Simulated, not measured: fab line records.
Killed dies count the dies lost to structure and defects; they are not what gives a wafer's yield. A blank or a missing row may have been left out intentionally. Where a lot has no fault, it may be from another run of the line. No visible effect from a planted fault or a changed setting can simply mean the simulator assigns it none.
What tool caused it?	flow n5-finfet	21 lots with 63 wafers sampled at 6 steps, on a route of 1938 steps

WHAT THE GAUGES SHOWED, per wafer
The record lacks any reading of a measuring or inspecting step that a usual standard deviation could be used to judge.

TOOL THAT RAN EACH LOT (tool first, then ch and the chambers of the sampled wafers, then the start)
lot	N5_BEOL_M3_ETCH_74	N5_BEOL_M3_ALD_98	N5_BEOL_M3_ETCHBACK_99	N5_BEOL_M3_TRENCH_ETCH_37	N5_BEOL_M3_SPUTTER_79	N5_BEOL_M3_SPUTTER_86
L074	rie-diel-03 ch 0,2,3, day 7 12:32	ald-sin-03 ch 0,3, day 7 13:38	rie-diel-05 ch 0,1,2, day 7 16:15	rie-diel-05 ch 0,1,2, day 7 19:44 or earlier	pvd-sputter-01, day 7 19:44	pvd-sputter-01, day 7 20:10
L076	rie-diel-02 ch 0,1,2, day 8 03:16	ald-sin-03 ch 1,2,3, day 8 04:14	rie-diel-05 ch 1,2, day 8 09:48	rie-diel-05 ch 1,2, day 8 13:19 or earlier	pvd-sputter-02, day 8 13:19	pvd-sputter-02, day 8 13:46
L077	rie-diel-03 ch 0,3, day 8 11:00	ald-sin-04 ch 0,1,3, day 8 12:28	rie-diel-03 ch 0,2,3, day 8 15:47	rie-diel-03 ch 0,2,3, day 8 17:22 or earlier	pvd-sputter-01, day 8 17:22	pvd-sputter-01, day 8 17:49
L078	rie-diel-03 ch 0,2,3, day 8 16:37	ald-sin-04 ch 2,3, day 8 17:46	rie-diel-03 ch 0,2,3, day 8 19:32	rie-diel-03 ch 0,2,3, day 8 21:23 or earlier	pvd-sputter-03, day 8 21:23	pvd-sputter-03, day 8 21:49
L079	rie-diel-03 ch 0,2,3, day 8 16:50	ald-sin-01 ch 0,1,3, day 8 17:50	rie-diel-05 ch 1,2,3, day 8 19:32	rie-diel-05 ch 1,2,3, day 8 21:16 or earlier	pvd-sputter-01, day 8 21:16	pvd-sputter-01, day 8 21:42
L080	rie-diel-03 ch 1,2,3, day 9 00:13	ald-sin-04 ch 0,1,2, day 9 01:22	rie-diel-03 ch 0,2,3, day 9 23:44	rie-diel-03 ch 0,2,3, day 10 01:17 or earlier	pvd-sputter-03, day 10 01:17	pvd-sputter-03, day 10 01:43
L081	rie-diel-03 ch 0,1,2, day 9 01:27	ald-sin-04 ch 0,2,3, day 9 02:48	rie-diel-03 ch 0,1,3, day 10 03:09	rie-diel-03 ch 0,1,3, day 10 04:52 or earlier	pvd-sputter-03, day 10 04:52	pvd-sputter-03, day 10 05:18
L082	rie-diel-02 ch 0,2,3, day 9 06:49	ald-sin-03 ch 2,3, day 9 07:55	rie-diel-05 ch 1,3, day 10 17:56	rie-diel-05 ch 1,3, day 10 20:56 or earlier	pvd-sputter-01, day 10 20:56	pvd-sputter-01, day 10 21:22
L083	rie-diel-05 ch 0,1,3, day 10 21:07	ald-sin-01 ch 0,1,3, day 10 22:13	rie-diel-05 ch 0,1,3, day 11 16:08	rie-diel-05 ch 0,1,3, day 11 18:53 or earlier	pvd-sputter-03, day 11 18:53	pvd-sputter-03, day 11 19:19
L084	rie-diel-03 ch 0,3, day 11 00:07	ald-sin-04 ch 0,3, day 11 01:26	rie-diel-05 ch 0,1, day 12 05:49	rie-diel-05 ch 0,1, day 12 07:11 or earlier	pvd-sputter-02, day 12 07:11	pvd-sputter-02, day 12 07:37
L085	rie-diel-02 ch 2,3, day 11 05:41	ald-sin-01 ch 0,3, day 11 07:31	rie-diel-05 ch 0,2, day 12 08:23	rie-diel-05 ch 0,2, day 12 11:55 or earlier	pvd-sputter-02, day 12 11:55	pvd-sputter-02, day 12 12:22
L086	rie-diel-05 ch 1,2, day 11 06:30	ald-sin-04 ch 0,1,2, day 11 07:34	rie-diel-02 ch 1,2, day 12 11:37	rie-diel-02 ch 1,2, day 12 13:30 or earlier	pvd-sputter-03, day 12 13:30	pvd-sputter-03, day 12 13:56
L087	rie-diel-05 ch 0,2, day 11 10:37	ald-sin-03 ch 0,3, day 11 11:35	rie-diel-05 ch 0,1, day 12 18:13	rie-diel-05 ch 0,1, day 12 20:31 or earlier	pvd-sputter-01, day 12 20:31	pvd-sputter-01, day 12 20:58
L088	rie-diel-02 ch 0,1, day 11 17:01	ald-sin-03 ch 1,2,3, day 11 17:59	rie-diel-03 ch 0,1,2, day 12 14:36	rie-diel-03 ch 0,1,2, day 12 16:51 or earlier	pvd-sputter-01, day 12 16:51	pvd-sputter-01, day 12 17:17
L090	rie-diel-03 ch 0,1,3, day 11 18:20	ald-sin-01 ch 1,2,3, day 11 19:43	rie-diel-05 ch 0,3, day 12 23:54	rie-diel-05 ch 0,3, day 13 01:25 or earlier	pvd-sputter-03, day 13 01:25	pvd-sputter-03, day 13 01:52
L089	rie-diel-02 ch 1,2,3, day 11 18:22	ald-sin-01 ch 1,2,3, day 11 19:49	rie-diel-02 ch 2,3, day 12 14:36	rie-diel-02 ch 2,3, day 12 16:28 or earlier	pvd-sputter-02, day 12 16:28	pvd-sputter-02, day 12 16:54
L092	rie-diel-05 ch 0,1, day 12 05:34	ald-sin-04 ch 0,1,2, day 12 06:56	rie-diel-03 ch 0,1,2, day 12 23:55	rie-diel-03 ch 0,1,2, day 13 03:31 or earlier	pvd-sputter-02, day 13 03:31	pvd-sputter-02, day 13 03:58
L093	rie-diel-05 ch 0,2, day 12 15:55	ald-sin-03 ch 1,2,3, day 12 17:46	rie-diel-03 ch 0,2, day 13 05:40	rie-diel-03 ch 0,2, day 13 07:54 or earlier	pvd-sputter-01, day 13 07:54	pvd-sputter-01, day 13 08:20
L094	rie-diel-02 ch 1,2,3, day 12 19:04	ald-sin-01 ch 1,3, day 12 20:10	rie-diel-05 ch 0,1,3, day 13 07:00	rie-diel-05 ch 0,1,3, day 13 09:44 or earlier	pvd-sputter-01, day 13 09:44	pvd-sputter-01, day 13 10:11
L096	rie-diel-02 ch 1,2, day 12 19:17	ald-sin-03 ch 0,1,3, day 12 20:38	rie-diel-02 ch 0,1,3, day 13 11:29	rie-diel-02 ch 0,1,3, day 13 13:08 or earlier	pvd-sputter-01, day 13 13:08	pvd-sputter-01, day 13 13:34
L095	rie-diel-02 ch 1,3, day 12 20:07	ald-sin-01 ch 1,3, day 12 21:05	rie-diel-02 ch 1,2, day 13 06:58	rie-diel-02 ch 1,2, day 13 09:30 or earlier	pvd-sputter-02, day 13 09:30	pvd-sputter-02, day 13 10:58
- N5_BEOL_M3_ETCH_74: etches underlayer in N2/H2, target depth 6.5 nm, time 5.2 s.
- N5_BEOL_M3_ALD_98: deposits SiO2, target thk 2.5 nm, pulse time 1 s, co reactant pulse time 1 s.
- N5_BEOL_M3_ETCHBACK_99: etches SiO2 in CHF3, target depth 5 nm, time 10.4 s.
- N5_BEOL_M3_TRENCH_ETCH_37: etches SiOC in C4F6/O2, target depth 55.555 nm, time 29.2 s.
- N5_BEOL_M3_SPUTTER_79: material Cu, target thk 4.5 nm, time 8.29 s.
- N5_BEOL_M3_SPUTTER_86: material Cu, target thk 4.5 nm, time 8.29 s.

WHAT THE TOOLS THEMSELVES READ (means of the sampled wafers that have a number; where no wafer has one, the mark that the record gives instead)
N5_BEOL_M3_ETCH_74. Usual: drypump-motor-current-A 5.6 A, standard deviation 0.47; etch-rf-on-time-s 5.21 s, standard deviation 0.15; n2-flow-sccm 200.1 sccm, standard deviation 0.61; oes-product-au 0.67 a.u., standard deviation 0.089; rf-fwd-power-W 819.5 W, standard deviation 2.7; rf-vpp-V 524.5 V, standard deviation 2.9; showerhead-plenum-p-Torr 2.56 Torr, standard deviation 0.096; throttle-valve-pct 17.69 %, standard deviation 0.17.
lot	tool	drypump-motor-current-A (A)	etch-rf-on-time-s (s)	n2-flow-sccm (sccm)	oes-product-au (a.u.)	rf-fwd-power-W (W)	rf-vpp-V (V)	showerhead-plenum-p-Torr (Torr)	throttle-valve-pct (%)	flag
L074	rie-diel-03	5.3	5.22	199.4	0.64	818.2	526.8	2.61	17.74	
L076	rie-diel-02	5.7	5.31	200.8	0.62	821.5	524.1	2.56	17.74	
L077	rie-diel-03	5.2	5.09	200.5	0.69	820.8	524.9	2.60	17.72	
L078	rie-diel-03	5.3	5.22	200.0	0.63	821.2	525.7	2.60	17.76	
L079	rie-diel-03	5.3	5.21	199.7	0.63	821.4	526.4	2.61	17.76	
L080	rie-diel-03	5.7	5.19	200.2	0.71	819.4	524.5	2.56	17.61	
L081	rie-diel-03	5.7	5.16	200.4	0.68	817.3	525.8	2.57	17.62	
L082	rie-diel-02	5.5	5.30	201.0	0.61	818.6	523.5	2.55	17.71	
L083	rie-diel-05	5.3	5.14	200.0	0.71	818.7	525.1	2.59	17.62	
L084	rie-diel-03	5.1	5.07	199.8	0.63	819.9	524.6	2.60	17.75	
L085	rie-diel-02	5.9	5.30	200.1	0.61	819.7	521.6	2.47	17.74	
L086	rie-diel-05	5.4	5.03	200.6	0.76	818.8	528.8	2.69	17.49	
L087	rie-diel-05	5.6	5.12	200.5	0.80	818.9	524.0	2.56	17.63	
L088	rie-diel-02	5.5	5.15	200.4	0.79	819.1	524.0	2.54	17.42	
L090	rie-diel-03	5.6	5.10	199.6	0.70	816.4	525.2	2.56	17.60	
L089	rie-diel-02	6.0	5.32	199.9	0.61	820.9	522.2	2.48	17.81	
L092	rie-diel-05	5.5	5.10	200.5	0.76	820.4	524.2	2.55	17.61	
L093	rie-diel-05	5.6	5.08	201.0	0.79	819.8	524.0	2.56	17.62	
L094	rie-diel-02	6.0	5.32	200.4	0.61	817.7	522.2	2.48	17.81	
L096	rie-diel-02	6.1	5.35	199.2	0.62	823.3	522.3	2.49	17.87	
L095	rie-diel-02	6.1	5.36	200.1	0.61	821.3	519.2	2.40	17.77	

N5_BEOL_M3_ALD_98. Usual: heater-power-outer-w 40 W, standard deviation 3.3; heater-power-w 77 W, standard deviation 5.1; precursor-pulse-height-rel 1.000, standard deviation 0.022.
lot	tool	heater-power-outer-w (W)	heater-power-w (W)	precursor-pulse-height-rel	flag
L074	ald-sin-03	39	80	1.010	
L076	ald-sin-03	40	76	0.993	
L077	ald-sin-04	38	74	1.000	
L078	ald-sin-04	39	78	1.002	
L079	ald-sin-01	41	78	1.003	
L080	ald-sin-04	41	79	0.976	
L081	ald-sin-04	40	80	0.999	
L082	ald-sin-03	39	74	0.987	
L083	ald-sin-01	43	76	0.994	
L084	ald-sin-04	39	79	1.012	
L085	ald-sin-01	45	75	1.006	
L086	ald-sin-04	41	79	1.001	
L087	ald-sin-03	38	79	1.002	
L088	ald-sin-03	41	76	0.993	
L090	ald-sin-01	43	79	1.001	
L089	ald-sin-01	43	79	0.992	
L092	ald-sin-04	40	81	1.006	
L093	ald-sin-03	41	77	1.007	
L094	ald-sin-01	44	77	0.997	
L096	ald-sin-03	41	80	1.003	
L095	ald-sin-01	43	76	1.010	

N5_BEOL_M3_ETCHBACK_99. Usual: drypump-motor-current-A 5.6 A, standard deviation 0.42; oes-product-au 0.81 a.u., standard deviation 0.11; rf-fwd-power-W 212.3 W, standard deviation 0.98; rf-vpp-V 244 V, standard deviation 3.4; showerhead-plenum-p-Torr 2.18 Torr, standard deviation 0.081; throttle-valve-pct 16.95 %, standard deviation 0.21.
lot	tool	drypump-motor-current-A (A)	oes-product-au (a.u.)	rf-fwd-power-W (W)	rf-vpp-V (V)	showerhead-plenum-p-Torr (Torr)	throttle-valve-pct (%)	flag
L074	rie-diel-05	5.5	0.74	212.4	244	2.15	17.10	
L076	rie-diel-05	5.6	0.73	212.5	246	2.12	17.06	
L077	rie-diel-03	5.3	0.74	212.4	246	2.20	16.99	
L078	rie-diel-03	5.3	0.74	212.4	246	2.20	17.00	
L079	rie-diel-05	5.3	0.74	212.6	248	2.18	17.04	
L080	rie-diel-03	5.3	0.73	212.1	247	2.20	17.01	
L081	rie-diel-03	5.6	0.83	211.5	245	2.18	16.87	
L082	rie-diel-05	5.1	0.74	212.9	248	2.24	17.07	
L083	rie-diel-05	5.3	0.81	212.2	245	2.20	17.00	
L084	rie-diel-05	5.5	0.87	212.5	243	2.22	16.91	
L085	rie-diel-05	5.5	0.95	212.1	242	2.23	16.84	
L086	rie-diel-02	5.9	0.71	211.6	243	2.15	17.00	
L087	rie-diel-05	5.5	0.88	212.9	241	2.16	16.92	
L088	rie-diel-03	5.7	0.85	213.0	244	2.17	16.76	
L090	rie-diel-05	5.4	0.95	212.2	241	2.14	16.86	
L089	rie-diel-02	5.9	0.70	211.3	241	2.10	17.12	
L092	rie-diel-03	5.7	0.85	212.7	244	2.17	16.76	
L093	rie-diel-03	5.4	0.85	212.5	246	2.19	16.77	
L094	rie-diel-05	5.3	0.92	213.4	244	2.20	16.87	
L096	rie-diel-02	5.8	0.80	212.0	242	2.11	16.98	
L095	rie-diel-02	6.2	0.73	212.7	244	2.11	17.15	

N5_BEOL_M3_TRENCH_ETCH_37. Usual: drypump-motor-current-A 5.6 A, standard deviation 0.42; oes-product-au 0.81 a.u., standard deviation 0.11; rf-fwd-power-W 349.6 W, standard deviation 2; rf-vpp-V 675 V, standard deviation 8.9; showerhead-plenum-p-Torr 2.88 Torr, standard deviation 0.1; throttle-valve-pct 20.72 %, standard deviation 0.2.
lot	tool	drypump-motor-current-A (A)	oes-product-au (a.u.)	rf-fwd-power-W (W)	rf-vpp-V (V)	showerhead-plenum-p-Torr (Torr)	throttle-valve-pct (%)	flag
L074	rie-diel-05	5.5	0.75	349.1	675	2.84	20.86	
L076	rie-diel-05	5.5	0.74	349.9	681	2.81	20.84	
L077	rie-diel-03	5.3	0.74	349.4	682	2.91	20.74	
L078	rie-diel-03	5.3	0.74	348.7	682	2.91	20.75	
L079	rie-diel-05	5.3	0.75	349.4	682	2.89	20.81	
L080	rie-diel-03	5.3	0.73	348.6	682	2.91	20.76	
L081	rie-diel-03	5.6	0.83	349.2	677	2.88	20.66	
L082	rie-diel-05	5.1	0.74	351.2	685	2.95	20.82	
L083	rie-diel-05	5.3	0.82	350.3	675	2.90	20.77	
L084	rie-diel-05	5.5	0.86	351.7	674	2.93	20.72	
L085	rie-diel-05	5.6	0.95	348.7	671	2.95	20.66	
L086	rie-diel-02	5.8	0.71	348.9	671	2.85	20.72	
L087	rie-diel-05	5.5	0.88	351.4	667	2.86	20.71	
L088	rie-diel-03	5.7	0.85	349.8	674	2.87	20.53	
L090	rie-diel-05	5.4	0.94	349.6	666	2.83	20.66	
L089	rie-diel-02	5.9	0.70	347.4	667	2.78	20.85	
L092	rie-diel-03	5.7	0.85	350.1	675	2.86	20.53	
L093	rie-diel-03	5.4	0.86	349.6	679	2.90	20.52	
L094	rie-diel-05	5.4	0.91	350.7	675	2.90	20.67	
L096	rie-diel-02	5.8	0.80	350.9	670	2.79	20.75	
L095	rie-diel-02	6.1	0.72	350.9	672	2.79	20.90	

N5_BEOL_M3_SPUTTER_79. Usual: chamber-pressure-pa 0.07 Pa, standard deviation 0.00015; throttle-valve-pct 29.7 %, standard deviation 0.73.
lot	tool	chamber-pressure-pa (Pa)	throttle-valve-pct (%)	flag
L074	pvd-sputter-01	0.07	28.9	
L076	pvd-sputter-02	0.07	29.2	
L077	pvd-sputter-01	0.07	30.0	
L078	pvd-sputter-03	0.07	29.8	
L079	pvd-sputter-01	0.07	29.5	
L080	pvd-sputter-03	0.07	29.8	
L081	pvd-sputter-03	0.07	29.6	
L082	pvd-sputter-01	0.07	29.9	
L083	pvd-sputter-03	0.07	29.2	
L084	pvd-sputter-02	0.07	29.8	
L085	pvd-sputter-02	0.07	29.8	
L086	pvd-sputter-03	0.07	29.4	
L087	pvd-sputter-01	0.07	29.5	
L088	pvd-sputter-01	0.07	29.9	
L090	pvd-sputter-03	0.07	29.9	
L089	pvd-sputter-02	0.07	29.7	
L092	pvd-sputter-02	0.07	29.6	
L093	pvd-sputter-01	0.07	29.8	
L094	pvd-sputter-01	0.07	29.8	
L096	pvd-sputter-01	0.07	29.7	
L095	pvd-sputter-02	0.07	29.1	

N5_BEOL_M3_SPUTTER_86. Usual: chamber-pressure-pa 0.07001 Pa, standard deviation 0.00014; throttle-valve-pct 29.7 %, standard deviation 0.75.
lot	tool	chamber-pressure-pa (Pa)	throttle-valve-pct (%)	flag
L074	pvd-sputter-01	0.07003	28.8	
L076	pvd-sputter-02	0.07012	29.4	
L077	pvd-sputter-01	0.07000	29.9	
L078	pvd-sputter-03	0.06997	29.8	
L079	pvd-sputter-01	0.07000	29.4	
L080	pvd-sputter-03	0.06989	29.6	
L081	pvd-sputter-03	0.07005	29.5	
L082	pvd-sputter-01	0.07002	29.9	
L083	pvd-sputter-03	0.06996	29.4	
L084	pvd-sputter-02	0.07017	29.8	
L085	pvd-sputter-02	0.06999	29.8	
L086	pvd-sputter-03	0.06993	29.4	
L087	pvd-sputter-01	0.07002	29.5	
L088	pvd-sputter-01	0.06995	29.8	
L090	pvd-sputter-03	0.06994	29.8	
L089	pvd-sputter-02	0.07000	29.6	
L092	pvd-sputter-02	0.07014	29.6	
L093	pvd-sputter-01	0.07005	29.9	
L094	pvd-sputter-01	0.07000	29.8	
L096	pvd-sputter-01	0.07000	29.9	
L095	pvd-sputter-02	0.07009	29.2	

THE ANSWER, worked out from the rows above alone
Rule: take the mean of a lot's wafers that have a number; if it is more than 3 standard deviations from the usual mean, the lot is off. A lot without any number at a reading at which 4 lots or more have one is off too. Where the step has rows for the other lots, those lots are counted as sound. Order of review: gauges by route order, followed by the tools' own readings, for which a lot's mean as printed above is used. The first step at which some lot is off is used, and at that step the reading that is off furthest; a lot without a number counts as furthest.
No lot is off at any reading shown: from this, nothing can be told.

WHAT WAS PUT IN BY THE SIMULATOR
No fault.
